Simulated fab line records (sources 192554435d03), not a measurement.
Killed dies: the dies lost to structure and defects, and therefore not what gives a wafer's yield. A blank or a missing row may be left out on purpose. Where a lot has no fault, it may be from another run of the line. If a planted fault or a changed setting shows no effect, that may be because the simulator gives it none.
fab line records -- flow n5Finfet
record: lots: 6, wafers: 18, lastDay: 17
route steps=1938 shown BEOL_M11@1567 PASSIVATION@1936
lots that met no fault: taken from a fault-free run of the same line
startH: hours from the record's first day to the start of the lot's first wafer shown -- waitH: time in hours since the lot's previous step -- " repeats the value in the row above -- L1.1+2: several wafers, shown together as one row -- - no value, or no start given -- * or withheld: withheld -- < > ~ a bound
route shown NAME@n: names a module that has steps shown in the file, with the first one's number in the route -- usual: mean/standard deviation of fault-free wafers -- same: alike in all rows -- chamber/n: place in a boat -- sites: each site's reading -- _std_site: the values' standard deviation -- _edge_site: the outer-site mean with the inner-site mean subtracted -- radiusMm: for every site, how far away it sits from the centre of the wafer -- mask NAME#n: copy n -- behind: tool/chamber where the wafer was last shaped -- hold: cause of the lot's hold/its duration in hours/its outcome -- device: transistor that didn't switch, given as n, p or np -- end of line: the route-end tests of the same wafers -- a step given without rows: its recipe and nothing more -- killed: dies lost to structure and defects at the first sort, not the wafer's yield -- map: dies across one wafer; x = killed, . = not, _ = none there
set.NAME: the run value of the setting; set.NAME@STEP: its run value at that earlier step -- model.NAME: the simulator's own value behind a step, which no gauge read
lots seen at some steps along the route; tables by step, rows by wafer
services: a tool's chamber out of use, with start hour (startH, from the record's first day; less than 0 if before it), hours out, and reason
== steps ==
step: N5_BEOL_M11_DEVELOP_27
recipe: developTimeS: 30, developer: TMAH, resist: CAR-ArF, rinseLiquid: diw, dry: airSpin, devTempC: 23
step: N5_BEOL_M11_CD_MEAS_28
recipe: targetCdNm: 70, landingEnergyEv: 500, detector: seInlens, polarity: opening
usual: cdNm: 70.3/1.1
same: landingEnergyEv: 500
lot.wafer,tool,chamber,startH,waitH,cdNm
L555.1,cdSem-02,0,233.81,-,70.6
L555.2,cdSem-02,0,233.81,-,69.2
L555.5,cdSem-02,0,233.81,-,70.5
L561.1,cdSem-03,0,259.03,-,68.9
L561.4,cdSem-03,0,259.03,-,70.0
L561.5,cdSem-03,0,259.03,-,70.2
L567.2,cdSem-02,0,306.01,-,72.6
L567.3,cdSem-02,0,306.01,-,70.1
L567.6,cdSem-02,0,306.01,-,71.2
L573.2,cdSem-01,0,338.94,-,71.1
L573.3,cdSem-01,0,338.94,-,71.0
L573.4,cdSem-01,0,338.94,-,70.9
L575.2,cdSem-02,0,352.33,-,72.1
L575.4,cdSem-02,0,352.33,-,72.1
L575.6,cdSem-02,0,352.33,-,68.9
L577.1,cdSem-01,0,364.35,-,69.2
L577.5,cdSem-01,0,364.35,-,70.0
L577.6,cdSem-01,0,364.35,-,67.4
step: N5_BEOL_M11_OVL_MEAS_29
recipe: pointsPerWafer: 44
usual: V10_OVL: 0.5/0.77
lot.wafer,tool,chamber,startH,waitH,V10_OVL[nm]
L555.1,overlay-02,0,233.85,0.0,0.2
L555.2,overlay-02,0,233.85,0.0,0.0
L555.5,overlay-02,0,233.85,0.0,1.0
L561.1,overlay-02,0,259.06,0.0,2.1
L561.4,overlay-02,0,259.06,0.0,0.7
L561.5,overlay-02,0,259.06,0.0,0.9
L567.2,overlay-01,0,306.03,0.0,1.6
L567.3,overlay-01,0,306.03,0.0,0.9
L567.6,overlay-01,0,306.03,0.0,1.5
L573.2,overlay-02,0,338.97,0.0,1.0
L573.3,overlay-02,0,338.97,0.0,0.6
L573.4,overlay-02,0,338.97,0.0,0.9
L575.2,overlay-01,0,352.36,0.0,1.7
L575.4,overlay-01,0,352.36,0.0,0.5
L575.6,overlay-01,0,352.36,0.0,1.4
L577.1,overlay-01,0,364.38,0.0,0.1
L577.5,overlay-01,0,364.38,0.0,0.0
L577.6,overlay-01,0,364.38,0.0,0.8
step: N5_BEOL_M11_INSPECT_30
recipe: mode: adi, inspectInstrument: brightfield
usual: rawDefectCount: 393/89
lot.wafer,tool,chamber,startH,waitH,rawDefectCount
L555.1,defectInspect-02,-,233.87,0.0,352
L555.2,defectInspect-02,-,233.87,0.0,371
L555.5,defectInspect-02,-,233.87,0.0,412
L561.1,defectInspect-02,-,259.09,0.0,502
L561.4,defectInspect-02,-,259.09,0.0,461
L561.5,defectInspect-02,-,259.09,0.0,423
L567.2,defectInspect-01,-,306.06,0.0,331
L567.3,defectInspect-01,-,306.06,0.0,409
L567.6,defectInspect-01,-,306.06,0.0,431
L573.2,defectInspect-02,-,339.00,0.0,313
L573.3,defectInspect-02,-,339.00,0.0,377
L573.4,defectInspect-02,-,339.00,0.0,311
L575.2,defectInspect-01,-,352.38,0.0,325
L575.4,defectInspect-01,-,352.38,0.0,426
L575.6,defectInspect-01,-,352.38,0.0,341
L577.1,defectInspect-02,-,364.40,0.0,527
L577.5,defectInspect-02,-,364.40,0.0,444
L577.6,defectInspect-02,-,364.40,0.0,408
step: N5_BEOL_M11_DESCUM_33
recipe: chemistry: O2, timeS: 7.9, sourcePowerW: 50, biasPowerW: 20, pressureMtorr: 20, rfFrequencyHz: 2.712e+07, tempC: 40, resist: CAR-ArF, o2FlowSccm: 225
step: N5_BEOL_M11_ETCH_65
recipe: chemistry: CF4, target: SiARC, targetDepthA: 390, maskMaterial: CAR-ArF, timeS: 65, ionEnergyEv: 80, pressureMtorr: 40, sourceW: 545, biasW: 36, Ar_flow_sccm: 100, cf4FlowSccm: 100, ends: cleared
usual: drypumpMotorCurrentA: 5.5/0.41, etchRfOnTimeS: 65.0/1.9, oesProductAu: 0.67/0.051, rfVppV: 184.2/1.2, showerheadPlenumPTorr: 2.14/0.071, throttleValvePct: 15.51/0.11
lot.wafer,tool,chamber,startH,waitH,drypumpMotorCurrentA,etchRfOnTimeS,oesProductAu,rfHoursCounterH,rfVppV,showerheadPlenumPTorr,throttleValvePct
L555.1,rieDiel-05,3,234.42,0.0,5.2,67.6,0.70,62,184.6,2.16,15.40
L555.2,rieDiel-05,0,234.42,0.0,6.0,65.4,0.70,85,183.7,2.15,15.48
L555.5,rieDiel-05,1,234.42,0.0,5.8,65.0,0.73,-,184.7,2.18,15.57
L561.1,rieDiel-05,3,259.16,0.0,5.2,68.7,0.69,69,184.5,2.16,15.43
L561.4,rieDiel-05,1,259.16,0.0,5.8,66.1,0.72,63,185.9,2.18,15.57
L561.5,rieDiel-05,2,259.16,0.0,5.1,65.0,0.69,-,184.3,2.23,15.38
L567.2,rieDiel-06,3,306.42,0.0,5.9,64.1,0.66,176,182.1,1.98,15.43
L567.3,rieDiel-06,0,306.42,0.0,5.7,65.1,0.74,55,184.6,2.18,15.42
L567.6,rieDiel-06,2,306.42,0.0,5.4,61.0,0.68,-,184.1,2.23,15.54
L573.2,rieDiel-06,1,339.14,0.0,4.7,65.6,0.76,24,184.8,2.10,15.37
L573.3,rieDiel-06,0,339.14,0.0,5.6,66.1,0.72,64,185.1,2.17,15.46
L573.4,rieDiel-06,2,339.14,0.0,5.4,61.5,0.68,-,185.3,2.23,15.55
L575.2,rieDiel-06,0,352.45,0.0,5.7,65.7,0.73,69,184.0,2.17,15.45
L575.4,rieDiel-06,0,352.45,0.0,5.7,65.5,0.73,-,184.3,2.17,15.46
L575.6,rieDiel-06,2,352.45,0.0,5.4,61.0,0.67,-,184.9,2.23,15.56
L577.1,rieDiel-05,2,364.47,0.0,5.1,65.0,0.66,122,185.9,2.22,15.44
L577.5,rieDiel-05,3,364.47,0.0,5.2,69.2,0.66,-,183.4,2.15,15.48
L577.6,rieDiel-05,2,364.47,0.0,5.1,64.5,0.67,-,185.2,2.22,15.43
step: N5_BEOL_M11_ETCH_66
recipe: chemistry: N2/H2, target: SOC, targetDepthA: 1200, overetchA: 240, maskMaterial: SiARC, tempC: 40, timeS: 180, ionEnergyEv: 200, pressureMtorr: 30, sourceW: 840, biasW: 150, n2FlowSccm: 200, h2FlowSccm: 200
usual: drypumpMotorCurrentA: 5.5/0.41, n2FlowSccm: 200.0/0.62, oesProductAu: 0.64/0.048, rfVppV: 524.1/2.8, showerheadPlenumPTorr: 2.55/0.1, throttleValvePct: 17.75/0.22
lot.wafer,tool,chamber,startH,waitH,drypumpMotorCurrentA,n2FlowSccm,oesProductAu,rfHoursCounterH,rfVppV,showerheadPlenumPTorr,throttleValvePct
L555.1,rieDiel-05,3,234.47,0.0,5.1,200.0,0.68,62,525.6,2.60,17.94
L555.2,rieDiel-05,0,234.47,0.0,6.1,200.7,0.67,85,524.3,2.58,17.74
L555.5,rieDiel-05,1,234.47,0.0,5.9,199.4,0.70,-,524.0,2.60,18.08
L561.1,rieDiel-05,3,259.21,0.0,5.2,199.6,0.69,69,524.6,2.60,17.94
L561.4,rieDiel-05,1,259.21,0.0,5.9,199.9,0.69,63,524.8,2.60,18.09
L561.5,rieDiel-05,2,259.21,0.0,5.1,199.5,0.65,-,527.7,2.69,17.75
L567.2,rieDiel-06,3,306.47,0.0,5.9,199.9,0.61,176,518.0,2.32,17.46
L567.3,rieDiel-06,0,306.47,0.0,5.6,200.2,0.70,55,525.7,2.58,17.57
L567.6,rieDiel-06,2,306.47,0.0,5.4,199.5,0.62,-,527.9,2.66,17.76
L573.2,rieDiel-06,1,339.19,0.0,4.7,200.5,0.72,24,522.4,2.48,17.38
L573.3,rieDiel-06,0,339.19,0.0,5.7,199.5,0.69,64,525.2,2.58,17.59
L573.4,rieDiel-06,2,339.19,0.0,5.4,200.4,0.62,-,527.2,2.65,17.77
L575.2,rieDiel-06,0,352.50,0.0,5.6,200.2,0.69,69,524.5,2.58,17.60
L575.4,rieDiel-06,0,352.50,0.0,5.6,198.7,0.69,-,524.1,2.58,17.59
L575.6,rieDiel-06,2,352.50,0.0,5.4,200.1,0.62,-,528.1,2.65,17.78
L577.1,rieDiel-05,2,364.52,0.0,5.1,199.0,0.63,122,526.1,2.68,17.82
L577.5,rieDiel-05,3,364.52,0.0,5.2,199.2,0.65,-,523.4,2.59,18.00
L577.6,rieDiel-05,2,364.52,0.0,5.1,200.2,0.63,-,528.1,2.68,17.81
step: N5_BEOL_M11_STRIP_69
recipe: chemistry: N2/H2, tempC: 40, n2FlowSccm: 200, h2FlowSccm: 200, rfFrequencyHz: 6e+07
step: N5_BEOL_M11_VIA_ETCH_34
recipe: chemistry: C4F6/O2, target: SiCOH_lowk, targetDepthA: 1845, maskMaterial: SOC, taperDeg: 4, timeS: 69.2, ionEnergyEv: 250, pressureMtorr: 30, sourceW: 345, biasW: 185, Ar_flow_sccm: 300, C4F6_flow_sccm: 10, O2_flow_sccm: 10
usual: O2_flow_sccm: 10.004/0.029, drypumpMotorCurrentA: 5.5/0.41, oesProductAu: 0.78/0.06, rfVppV: 655/21, showerheadPlenumPTorr: 2.85/0.096, throttleValvePct: 20.82/0.14
lot.wafer,tool,chamber,startH,waitH,O2_flow_sccm,drypumpMotorCurrentA,oesProductAu,rfHoursCounterH,rfVppV,showerheadPlenumPTorr,throttleValvePct
L555.1,rieDiel-05,3,234.59,0.0,9.964,5.2,0.83,62,680,2.89,20.81
L555.2,rieDiel-05,0,234.59,0.0,10.005,6.0,0.81,85,671,2.86,20.78
L555.5,rieDiel-05,1,234.59,0.0,9.952,5.8,0.85,-,647,2.92,21.10
L561.1,rieDiel-05,3,259.33,0.0,10.032,5.2,0.82,69,679,2.88,20.83
L561.4,rieDiel-05,1,259.33,0.0,10.018,5.8,0.83,64,648,2.92,21.11
L561.5,rieDiel-05,2,259.33,0.0,9.994,5.1,0.82,-,680,2.97,20.67
L567.2,rieDiel-06,3,306.59,0.0,9.982,5.9,0.77,176,631,2.63,20.67
L567.3,rieDiel-06,0,306.59,0.0,9.945,5.6,0.86,55,672,2.89,20.73
L567.6,rieDiel-06,2,306.59,0.0,9.996,5.4,0.79,-,648,2.96,20.78
L573.2,rieDiel-06,1,339.31,0.0,9.925,4.7,0.89,24,627,2.79,20.62
L573.3,rieDiel-06,0,339.31,0.0,9.973,5.7,0.86,64,671,2.89,20.73
L573.4,rieDiel-06,2,339.31,0.0,9.993,5.4,0.77,-,648,2.96,20.79
L575.2,rieDiel-06,0,352.63,0.0,9.998,5.7,0.85,69,672,2.88,20.74
L575.4,rieDiel-06,0,352.63,0.0,10.017,5.7,0.85,-,674,2.88,20.75
L575.6,rieDiel-06,2,352.63,0.0,9.962,5.4,0.77,-,649,2.96,20.83
L577.1,rieDiel-05,2,364.64,0.0,9.988,5.1,0.78,122,679,2.95,20.72
L577.5,rieDiel-05,3,364.64,0.0,10.040,5.2,0.77,-,679,2.87,20.88
L577.6,rieDiel-05,2,364.64,0.0,10.014,5.1,0.78,-,679,2.95,20.70
step: N5_BEOL_M11_STRIP_73
recipe: chemistry: C4F6/O2, resist: SiARC, rfFrequencyHz: 6e+07
step: N5_BEOL_M11_STRIP_36
recipe: chemistry: N2/H2, powerW: 450, tempC: 40, pressureMtorr: 20, rfFrequencyHz: 6e+07, overashFraction: 0.3, biasPowerW: 7, h2Frac: 0.5, n2FlowSccm: 200, h2FlowSccm: 200
step: N5_BEOL_M11_TRENCH_ETCH_37
recipe: chemistry: C4F6/O2, targetDepthA: 1488.3, target: SiCOH_lowk, timeS: 48, ionEnergyEv: 250, pressureMtorr: 30, sourceW: 345, biasW: 185, Ar_flow_sccm: 300, C4F6_flow_sccm: 10, O2_flow_sccm: 10
usual: O2_flow_sccm: 9.996/0.03, drypumpMotorCurrentA: 5.5/0.41, oesProductAu: 0.78/0.059, rfVppV: 656/21, showerheadPlenumPTorr: 2.85/0.096, throttleValvePct: 20.85/0.14
lot.wafer,tool,chamber,startH,waitH,O2_flow_sccm,drypumpMotorCurrentA,oesProductAu,rfHoursCounterH,rfVppV,showerheadPlenumPTorr,throttleValvePct
L555.1,rieDiel-05,3,-,-,10.009,5.2,0.82,62,681,2.89,20.83
L555.2,rieDiel-05,0,-,-,10.024,6.0,0.81,85,671,2.86,20.81
L555.5,rieDiel-05,1,-,-,10.056,5.8,0.84,-,647,2.92,21.13
L561.1,rieDiel-05,3,-,-,9.994,5.2,0.82,69,679,2.88,20.86
L561.4,rieDiel-05,1,-,-,9.978,5.8,0.84,64,646,2.92,21.15
L561.5,rieDiel-05,2,-,-,10.021,5.1,0.81,-,679,2.97,20.69
L567.2,rieDiel-06,3,-,-,9.986,5.9,0.76,176,631,2.63,20.67
L567.3,rieDiel-06,0,-,-,10.014,5.7,0.86,55,673,2.89,20.74
L567.6,rieDiel-06,2,-,-,9.989,5.4,0.79,-,647,2.97,20.84
L573.2,rieDiel-06,1,-,-,10.022,4.7,0.88,24,627,2.79,20.65
L573.3,rieDiel-06,0,-,-,9.980,5.7,0.84,64,673,2.89,20.76
L573.4,rieDiel-06,2,-,-,9.954,5.4,0.78,-,648,2.96,20.85
L575.2,rieDiel-06,0,-,-,10.023,5.7,0.84,69,673,2.88,20.77
L575.4,rieDiel-06,0,-,-,10.005,5.6,0.84,-,674,2.88,20.77
L575.6,rieDiel-06,2,-,-,9.971,5.4,0.77,-,648,2.96,20.83
L577.1,rieDiel-05,2,-,-,9.940,5.1,0.78,122,679,2.95,20.73
L577.5,rieDiel-05,3,-,-,9.988,5.2,0.77,-,679,2.87,20.88
L577.6,rieDiel-05,2,-,-,9.990,5.1,0.78,-,680,2.95,20.74
step: N5_BEOL_M11_ETCH_41
recipe: chemistry: CH3F/O2, target: SiCN, targetDepthA: 426, taperDeg: 2, timeS: 86, ionEnergyEv: 120, maskMaterial: TiN, pressureMtorr: 30, sourceW: 395, biasW: 75, Ar_flow_sccm: 150, CH3F_flow_sccm: 30, O2_flow_sccm: 20
usual: O2_flow_sccm: 20.01/0.05, drypumpMotorCurrentA: 5.5/0.41, oesProductAu: 0.78/0.059, rfVppV: 297.4/1.8, showerheadPlenumPTorr: 2.01/0.071, throttleValvePct: 16.24/0.14
lot.wafer,tool,chamber,startH,waitH,O2_flow_sccm,drypumpMotorCurrentA,oesProductAu,rfHoursCounterH,rfVppV,showerheadPlenumPTorr,throttleValvePct,model.etch.depthNm
L555.1,rieDiel-05,3,234.73,-,20.00,5.2,0.83,62,296.4,2.03,16.19,31.74
L555.2,rieDiel-05,0,234.73,-,20.00,6.0,0.81,85,297.5,2.01,16.21,32.19
L555.5,rieDiel-05,1,234.73,-,20.04,5.8,0.85,-,298.0,2.05,16.41,32.02
L561.1,rieDiel-05,3,259.47,-,20.05,5.2,0.81,69,297.0,2.03,16.19,31.17
L561.4,rieDiel-05,1,259.47,-,20.09,5.8,0.84,64,297.6,2.05,16.43,31.33
L561.5,rieDiel-05,2,259.47,-,19.95,5.1,0.82,-,299.0,2.09,16.11,32.68
L567.2,rieDiel-06,3,306.74,-,19.96,5.9,0.76,176,293.9,1.84,16.11,32.31
L567.3,rieDiel-06,0,306.74,-,19.99,5.6,0.87,55,298.1,2.03,16.10,32.7
L567.6,rieDiel-06,2,306.74,-,20.09,5.4,0.79,-,298.6,2.09,16.24,33.67
L573.2,rieDiel-06,1,339.45,-,20.04,4.7,1.23,24,295.3,1.95,16.01,52.31
L573.3,rieDiel-06,0,339.45,-,20.01,5.7,0.85,64,296.6,2.03,16.12,32.47
L573.4,rieDiel-06,2,339.45,-,20.04,5.4,1.10,-,301.2,2.09,16.25,55.1
L575.2,rieDiel-06,0,352.77,-,19.98,5.6,1.18,69,298.0,2.02,16.11,52.89
L575.4,rieDiel-06,0,352.77,-,20.00,5.7,1.18,-,298.8,2.02,16.13,53.07
L575.6,rieDiel-06,2,352.77,-,19.99,5.4,1.08,-,297.1,2.08,16.27,54.62
L577.1,rieDiel-05,2,364.79,-,20.08,5.1,0.78,122,299.5,2.08,16.17,32.74
L577.5,rieDiel-05,3,364.79,-,19.98,5.2,0.77,-,298.7,2.01,16.25,31.2
L577.6,rieDiel-05,2,364.79,-,20.08,5.1,0.78,-,298.2,2.08,16.16,32.85
step: N5_BEOL_M11_STRIP_77
recipe: chemistry: N2/H2, timeS: 10, powerW: 450, tempC: 40, pressureMtorr: 20, rfFrequencyHz: 6e+07, biasPowerW: 7, n2FlowSccm: 200, h2FlowSccm: 200
usual: drypumpMotorCurrentA: 5.5/0.41, n2FlowSccm: 200.0/0.61, oesProductAu: 0.79/0.06, rfVppV: 59.2/0.91, showerheadPlenumPTorr: 2.55/0.1, throttleValvePct: 23.6/0.36
lot.wafer,tool,chamber,startH,waitH,drypumpMotorCurrentA,n2FlowSccm,oesProductAu,rfHoursCounterH,rfVppV,showerheadPlenumPTorr,throttleValvePct
L555.1,rieDiel-05,3,-,-,5.2,200.5,0.83,62,58.0,2.60,23.9
L555.2,rieDiel-05,0,-,-,6.0,200.1,0.82,85,60.2,2.58,23.5
L555.5,rieDiel-05,1,-,-,5.9,199.9,0.86,-,58.4,2.60,24.3
L561.1,rieDiel-05,3,-,-,5.1,200.4,0.81,69,59.3,2.60,23.9
L561.4,rieDiel-05,1,-,-,5.8,200.2,0.83,64,58.9,2.60,24.3
L561.5,rieDiel-05,2,-,-,5.1,199.9,0.80,-,58.8,2.69,23.7
L567.2,rieDiel-06,3,-,-,5.9,199.5,0.76,176,58.0,2.31,23.2
L567.3,rieDiel-06,0,-,-,5.7,200.6,0.87,55,60.1,2.58,23.3
L567.6,rieDiel-06,2,-,-,5.4,199.2,0.79,-,60.0,2.65,23.5
L573.2,rieDiel-06,1,-,-,4.7,200.3,0.89,24,60.7,2.47,23.0
L573.3,rieDiel-06,0,-,-,5.6,200.0,0.86,64,59.9,2.58,23.3
L573.4,rieDiel-06,2,-,-,5.4,200.3,0.78,-,59.5,2.65,23.6
L575.2,rieDiel-06,0,-,-,5.7,198.9,0.84,69,59.9,2.57,23.3
L575.4,rieDiel-06,0,-,-,5.7,199.6,0.85,-,58.9,2.57,23.3
L575.6,rieDiel-06,2,-,-,5.4,199.6,0.77,-,59.9,2.65,23.5
L577.1,rieDiel-05,2,-,-,5.1,199.9,0.77,122,58.4,2.67,23.7
L577.5,rieDiel-05,3,-,-,5.2,200.6,0.76,-,59.2,2.58,24.0
L577.6,rieDiel-05,2,-,-,5.1,200.2,0.77,-,59.7,2.67,23.8
step: N5_PASSIVATION_PROBE_49
usual: defectLimitedYield: 91.4/1.6, killed_at_M0_to_M3: 31/11, killed_at_M4_up: 14/5.7, killedAtContacts: 12/6, killedAtFrontEnd: 41/13, killedAtOther: 3.3/2.8, killedDies: 101/19, killedOpen: 67/14, killedShort: 33/8.2, sort_bin_4_leakage: 0.0/0.37, sort_bin_5_function: 5.0/1.1, sort_bin_6_memory: 3.3/0.74, sort_bin_8_speed: 0.0/0.36, sortNPass: 1078/20, sortYieldPct: 91.3/1.7
same: grossDies: 1180, killedAtBackSide: 0
lot.wafer,tool,chamber,startH,waitH,defectLimitedYield[%],killed_at_M0_to_M3,killed_at_M4_up,killedAtContacts,killedAtFrontEnd,killedAtOther,killedDies,killedOpen,killedShort,sort_bin_4_leakage[%],sort_bin_5_function[%],sort_bin_6_memory[%],sort_bin_8_speed[%],sortNPass,sortYieldPct[%]
L567.2,prober-01,-,354.82,0.1,90.3,32,22,13,44,4,115,89,25,0,6.1,3.3,0,1065,90.3
L567.3,prober-01,-,354.87,0.1,92.0,23,20,10,32,9,94,60,31,0,4.7,2.9,0,1086,92.0
L567.6,prober-01,-,355.02,0.3,92.1,41,14,12,23,3,93,60,32,0,4.1,3.6,0,1087,92.1
L573.2,prober-01,-,380.92,0.1,95.3,13,18,7,13,5,56,35,20,0,2.8,1.8,0,1124,95.3
L573.3,prober-01,-,380.97,0.1,91.9,27,17,16,29,6,95,57,38,0,5.2,2.6,0,1085,91.9
L573.4,prober-01,-,381.02,0.2,91.6,26,16,24,30,3,99,70,28,0,5.1,2.9,0,1081,91.6
L575.2,prober-01,-,394.67,0.1,91.4,27,19,14,38,3,101,71,30,0,4.3,4.0,0,1079,91.4
L575.4,prober-01,-,394.77,0.2,89.7,29,20,24,49,0,122,82,39,0,5.8,4.4,0,1058,89.7
L575.6,prober-01,-,394.87,0.3,90.8,21,21,16,51,0,109,72,37,0,5.5,3.2,0,1071,90.8
killed by level:class
L567.2 STI_FIN_REVEAL:geometricParticle:open=26 BEOL_M4:geometricParticle:open=11 MOL_CONTACT_COAG:geometricParticle:open=10 BEOL_M3:geometricParticle:open=9 BEOL_M0_SAQP:geometricParticle:open=6 BEOL_M1:geometricParticle:open=6 FIN_SAQP:geometricParticle:short=5 DUMMY_GATE:geometricParticle:open=4
L567.3 BEOL_M4:geometricParticle:open=12 BEOL_M3:geometricParticle:open=9 FIN_SAQP:geometricParticle:short=7 STI_FIN_REVEAL:geometricParticle:open=7 MOL_CONTACT_COAG:geometricParticle:open=7 BEOL_M1:geometricParticle:open=5 FIN_SAQP:geometricParticle:open=4 MIM_TOP_ETCH:geometricParticle:short=4
L567.6 BEOL_M0_SAQP:geometricParticle:short=9 BEOL_M1:geometricParticle:open=9 MOL_CONTACT_COAG:geometricParticle:open=8 STI_FIN_REVEAL:geometricParticle:open=6 BEOL_M0_SAQP:geometricParticle:open=6 BEOL_M2:geometricParticle:open=6 BEOL_M4:geometricParticle:open=6 FIN_SAQP:geometricParticle:open=5
L573.2 BEOL_M5:geometricParticle:open=9 BEOL_M0_SAQP:geometricParticle:short=5 MOL_CONTACT_COAG:geometricParticle:open=4 BEOL_M3:geometricParticle:open=4 FIN_SAQP:geometricParticle:open=3 MOL_CONTACT_COAG:geometricParticle:short=3 BEOL_M4:geometricParticle:open=3 BEOL_M7:geometricParticle:open=3
L573.3 MOL_CONTACT_COAG:geometricParticle:open=9 STI_FIN_REVEAL:geometricParticle:open=8 MOL_CONTACT_COAG:geometricParticle:short=7 DUMMY_GATE:geometricParticle:open=6 BEOL_M2:geometricParticle:open=6 BEOL_M5:geometricParticle:open=6 BEOL_M0_SAQP:geometricParticle:open=5 BEOL_M3:geometricParticle:open=5
L573.4 MOL_CONTACT_COAG:geometricParticle:open=19 STI_FIN_REVEAL:geometricParticle:open=9 FIN_SAQP:geometricParticle:open=7 BEOL_M0_SAQP:geometricParticle:short=6 BEOL_M0_SAQP:geometricParticle:open=6 MOL_CONTACT_COAG:geometricParticle:short=5 BEOL_M4:geometricParticle:open=5 BEOL_M2:geometricParticle:open=4
L575.2 FIN_SAQP:geometricParticle:open=14 MOL_CONTACT_COAG:geometricParticle:open=13 FIN_SAQP:geometricParticle:short=9 BEOL_M0_SAQP:geometricParticle:open=8 BEOL_M4:geometricParticle:open=8 DUMMY_GATE:geometricParticle:open=7 BEOL_M0_SAQP:geometricParticle:short=7 BEOL_M2:geometricParticle:open=4
L575.4 STI_FIN_REVEAL:geometricParticle:open=20 MOL_CONTACT_COAG:geometricParticle:open=20 FIN_SAQP:geometricParticle:short=12 BEOL_M4:geometricParticle:open=6 BEOL_M0_SAQP:geometricParticle:short=6 BEOL_M2:geometricParticle:open=5 MOL_CONTACT_COAG:geometricParticle:short=4 BEOL_M0_SAQP:geometricParticle:open=4
L575.6 MOL_CONTACT_COAG:geometricParticle:open=16 STI_FIN_REVEAL:geometricParticle:open=15 FIN_SAQP:geometricParticle:short=11 BEOL_M4:geometricParticle:open=11 FIN_SAQP:geometricParticle:open=7 STI_FIN_REVEAL:geometricParticle:short=6 BEOL_M0_SAQP:geometricParticle:open=6 BEOL_M4:geometricParticle:short=6
== services ==
tool,chamber,startH,hours,kind
rieDiel-05,0,221.63,2.8,repair
rieDiel-06,1,237.52,-,clean
rieDiel-06,1,237.52,-,consumableReplace:focusRing
rieDiel-06,1,237.52,21.4,scheduledDown
rieDiel-06,1,237.52,21.4,ventCycle
rieDiel-06,3,272.94,8.2,repair
rieDiel-05,2,292.50,6.9,repair
rieDiel-06,3,335.24,4.3,repair
rieDiel-06,1,347.84,8.6,repair
rieDiel-06,-,358.55,0.9,repair
rieDiel-05,1,359.64,5.6,repair
== key ==
firstSign: step: N5_BEOL_M11_ETCH_41, reading: oesProductAu, direction: up, sigmas: 6.3, usual: 0.78, struck: 1.15
effect none on later readings
modelEffect: step: N5_BEOL_M11_ETCH_41, value: etch.depthNm, without: 32.75, struck: 53.6
metAt N5_BEOL_M11_ETCH_41
struckWafers L573.2,L573.4,L575.2,L575.4,L575.6
onsetBetween 306.74 339.45
fault: kind: processParameterDrift, tool: rieDiel-06, chamber: -, onsetH: 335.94, steps: N5_BEOL_M11_ETCH_41, channel: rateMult, offset: 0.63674, shape: step, endH: 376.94, scope: struckWafersOnly
